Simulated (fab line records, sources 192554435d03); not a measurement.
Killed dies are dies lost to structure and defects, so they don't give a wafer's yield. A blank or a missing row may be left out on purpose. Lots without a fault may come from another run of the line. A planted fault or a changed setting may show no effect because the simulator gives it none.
Chamber matching | flow n5_finfet | N5_MOL_CONTACT_COAG_STRIP_96 on rie_diel-02: 4 sister chambers
The step strips in N2/H2. 16 wafers are shown with their chamber, then 8 later ones without.

WAFERS WITH THEIR CHAMBER
wafer  | chamber | throttle_valve_pct (%) | showerhead_plenum_p_Torr (Torr) | oes_product_au (a.u.)
L076.3 | 1       | 19.1                   | 3.19                            | 0.68
L076.4 | 2       | 18.7                   | 3.52                            | 0.81
L076.6 | 0       | 19.2                   | 3.23                            | 0.76
L077.2 | 2       | 18.7                   | 3.52                            | 0.82
L077.4 | 0       | 19.2                   | 3.23                            | 0.76
L077.5 | 1       | 19.1                   | 3.19                            | 0.69
L081.2 | 2       | 18.7                   | 3.51                            | 0.81
L081.3 | 0       | 19.3                   | 3.23                            | 0.74
L081.5 | 3       | 19.2                   | 3.44                            | 0.89
L083.1 | 1       | 18.7                   | 3.59                            | 0.93
L083.2 | 2       | 18.7                   | 3.51                            | 0.81
L083.4 | 3       | 19.2                   | 3.44                            | 0.91
L087.1 | 0       | 19.3                   | 3.22                            | 0.72
L087.2 | 1       | 18.7                   | 3.59                            | 0.92
L087.3 | 2       | 18.8                   | 3.50                            | 0.79
L088.2 | 2       | 18.8                   | 3.50                            | 0.79

SIGNATURES (means of the wafers above)
reading                  | chamber 0 | chamber 1 | chamber 2 | chamber 3 | scatter within a chamber
throttle_valve_pct       | 19.250    | 18.900    | 18.733    | 19.200    | 0.124
showerhead_plenum_p_Torr | 3.2275    | 3.3900    | 3.5100    | 3.4400    | 0.116
oes_product_au           | 0.7450    | 0.8050    | 0.8050    | 0.9000    | 0.0706
Rule: a wafer's distance from a chamber is the root of the sum, over the readings, of the square of ((its reading less the chamber's mean) divided by the reading's scatter). The wafer belongs to the nearest chamber; if the next one is less than 2 further off, it can't be placed. The scatter: the root of (the sum of the squares of (reading less its chamber's mean) over the shown wafers, divided by (wafers less chambers)).

WAFERS WITHOUT THEIR CHAMBER
wafer  | throttle_valve_pct (%) | showerhead_plenum_p_Torr (Torr) | oes_product_au (a.u.)
L088.3 | 18.8                   | 3.59                            | 0.92
L088.5 | 18.8                   | 3.50                            | 0.79
L091.1 | 18.7                   | 3.58                            | 0.88
L091.2 | 19.3                   | 3.21                            | 0.72
L091.3 | 18.8                   | 3.49                            | 0.77
L094.3 | 19.3                   | 3.43                            | 0.87
L094.4 | 19.3                   | 3.43                            | 0.88
L094.5 | 18.8                   | 3.58                            | 0.86

WHICH CHAMBER EACH WENT THROUGH
wafer  | from the rows above          | in truth
L088.3 | can't be placed: 2 or 1 or 3 | 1
L088.5 | can't be placed: 2 or 1      | 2
L091.1 | can't be placed: 2 or 1      | 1
L091.2 | 0                            | 0
L091.3 | can't be placed: 2 or 1      | 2
L094.3 | can't be placed: 3 or 0      | 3
L094.4 | can't be placed: 3 or 0      | 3
L094.5 | can't be placed: 2 or 1      | 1
Placed correctly: 1 of 8. Can't be placed from these rows: 7 (the true chamber is among the candidates in 7). Placed wrongly: 0.
